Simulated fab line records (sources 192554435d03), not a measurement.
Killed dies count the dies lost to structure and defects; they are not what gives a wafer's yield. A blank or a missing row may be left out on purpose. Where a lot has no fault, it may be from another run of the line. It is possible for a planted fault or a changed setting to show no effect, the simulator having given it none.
Split-lot trial | flow n5_finfet | 7 lots, 39 wafers read, on a route of 1938 steps

== ABOUT THE SPLIT ==
At N5_PMOS_HMC_CHANNEL_EPI_EPI_20 (deposits SiGe30, target thk 59 nm), the setting temp_c was moved away from the recipe's 600 C on 15 of the 39 wafers read, by -0.9% to +1.0%. The other wafers ran this setting at the recipe's value.

The split's own step is where the reading is taken.

== THE READING ==
SiGe30_of_PMOS_HMC_CHANNEL_EPI_EPI_20.thk_nm (the simulator's own value, which no gauge read), in nm, at N5_PMOS_HMC_CHANNEL_EPI_EPI_20 (deposits SiGe30, target thk 59 nm). The file gives no usual value for it. Here, 24 wafers ran the recipe; their average is 58.69 nm with a standard deviation of 0.57 nm.

wafer  | tool, chamber at the split | temp_c as run, C | against the recipe | SiGe30_of_PMOS_HMC_CHANNEL_EPI_EPI_20.thk_nm, nm | against lot-mates on the recipe
L075.1 | epi_rpcvd-02, 0            | 601.9            | +0.3%              | 60.58                                            | +2.42
L075.2 | epi_rpcvd-02, 0            | 600              | recipe             | 58.47                                            | -
L075.3 | epi_rpcvd-02, 0            | 601.9            | +0.3%              | 60.14                                            | +1.98
L075.4 | epi_rpcvd-02, 0            | 600              | recipe             | 57.98                                            | -
L075.5 | epi_rpcvd-02, 0            | 601.9            | +0.3%              | 59.98                                            | +1.82
L075.6 | epi_rpcvd-02, 0            | 600              | recipe             | 58.04                                            | -
L077.1 | epi_rpcvd-02, 0            | 596.5            | -0.6%              | 54.44                                            | -4.39
L077.2 | epi_rpcvd-02, 0            | 600              | recipe             | 59.53                                            | -
L077.3 | epi_rpcvd-02, 0            | 600              | recipe             | 58.57                                            | -
L077.4 | epi_rpcvd-02, 0            | 596.5            | -0.6%              | 55.15                                            | -3.68
L077.5 | epi_rpcvd-02, 0            | 596.5            | -0.6%              | 54.11                                            | -4.72
L077.6 | epi_rpcvd-02, 0            | 600              | recipe             | 58.38                                            | -
L078.1 | epi_rpcvd-04, 0            | 600              | recipe             | 58.4                                             | -
L078.2 | epi_rpcvd-04, 0            | 600              | recipe             | 59.28                                            | -
L078.3 | epi_rpcvd-04, 0            | 594.7            | -0.9%              | 53.53                                            | -5.11
L078.4 | epi_rpcvd-04, 0            | 594.7            | -0.9%              | 53.58                                            | -5.06
L078.5 | epi_rpcvd-04, 0            | 594.7            | -0.9%              | 52.54                                            | -6.10
L078.6 | epi_rpcvd-04, 0            | 600              | recipe             | 58.24                                            | -
L081.1 | epi_rpcvd-01, 0            | 605.7            | +1.0%              | 65.54                                            | +5.99
L081.2 | epi_rpcvd-01, 0            | 605.7            | +1.0%              | 65.18                                            | +5.63
L081.3 | epi_rpcvd-01, 0            | 600              | recipe             | 59.31                                            | -
L081.4 | epi_rpcvd-01, 0            | 600              | recipe             | 59.82                                            | -
L081.5 | epi_rpcvd-01, 0            | 605.7            | +1.0%              | 66.35                                            | +6.80
L081.6 | epi_rpcvd-01, 0            | 600              | recipe             | 59.51                                            | -
L083.1 | epi_rpcvd-04, 0            | 600              | recipe             | 58.34                                            | -
L083.3 | epi_rpcvd-04, 0            | 600              | recipe             | 57.65                                            | -
L083.4 | epi_rpcvd-04, 0            | 600              | recipe             | 58.42                                            | -
L091.1 | epi_rpcvd-04, 0            | 603.3            | +0.5%              | 62.42                                            | +3.94
L091.2 | epi_rpcvd-04, 0            | 600              | recipe             | 57.96                                            | -
L091.3 | epi_rpcvd-04, 0            | 600              | recipe             | 58.55                                            | -
L091.4 | epi_rpcvd-04, 0            | 600              | recipe             | 58.93                                            | -
L091.5 | epi_rpcvd-04, 0            | 603.3            | +0.5%              | 61.46                                            | +2.98
L091.6 | epi_rpcvd-04, 0            | 603.3            | +0.5%              | 62.09                                            | +3.61
L092.1 | epi_rpcvd-02, 0            | 600              | recipe             | 58.26                                            | -
L092.2 | epi_rpcvd-02, 0            | 600              | recipe             | 59.1                                             | -
L092.3 | epi_rpcvd-02, 0            | 600              | recipe             | 58.95                                            | -
L092.4 | epi_rpcvd-02, 0            | 600              | recipe             | 59.52                                            | -
L092.5 | epi_rpcvd-02, 0            | 600              | recipe             | 58.63                                            | -
L092.6 | epi_rpcvd-02, 0            | 600              | recipe             | 58.81                                            | -

THE FIT
A straight line over all 39 wafers: SiGe30_of_PMOS_HMC_CHANNEL_EPI_EPI_20.thk_nm changes by +6.68 nm for each +1% of temp_c; r = +0.98; the points scatter about the line by 0.61 nm.
The same after taking each lot's own level away (the mean of its wafers on the recipe; 39 wafers): +6.47 nm for each +1%; r = +0.99; scatter 0.44 nm.
That fit puts the effect of the largest move of temp_c on the reading at 6.1 nm.
The lots' own levels span 58.137 to 59.547 nm, that is 2.5 times the standard deviation above.
Consequently the slope shifts little with the lot-to-lot level, the two slopes agreeing.
Check: for one of the wafers moved furthest among these (+1.0%), held out of the fit, the line's prediction against its lot-mates is +6.16 nm. It came out at +5.99 nm against them.

== OTHER SPLITS ON THESE WAFERS ==
Before the reading, these wafers also passed through other splits. Each is held against what the fit with the lots' levels taken away leaves over:
other split on the same wafers      | wafers away from the commonest value | r with SiGe30_of_PMOS_HMC_CHANNEL_EPI_EPI_20.thk_nm (lot level and that fit taken away)
N5_ZERO_LAYER_PECVD_02 target_thk_a | 15                                   | -0.02

== FILE'S OWN FIT ==
SiGe30_of_PMOS_HMC_CHANNEL_EPI_EPI_20.thk_nm changes by +6.47 nm for each +1% of temp_c, r = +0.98.
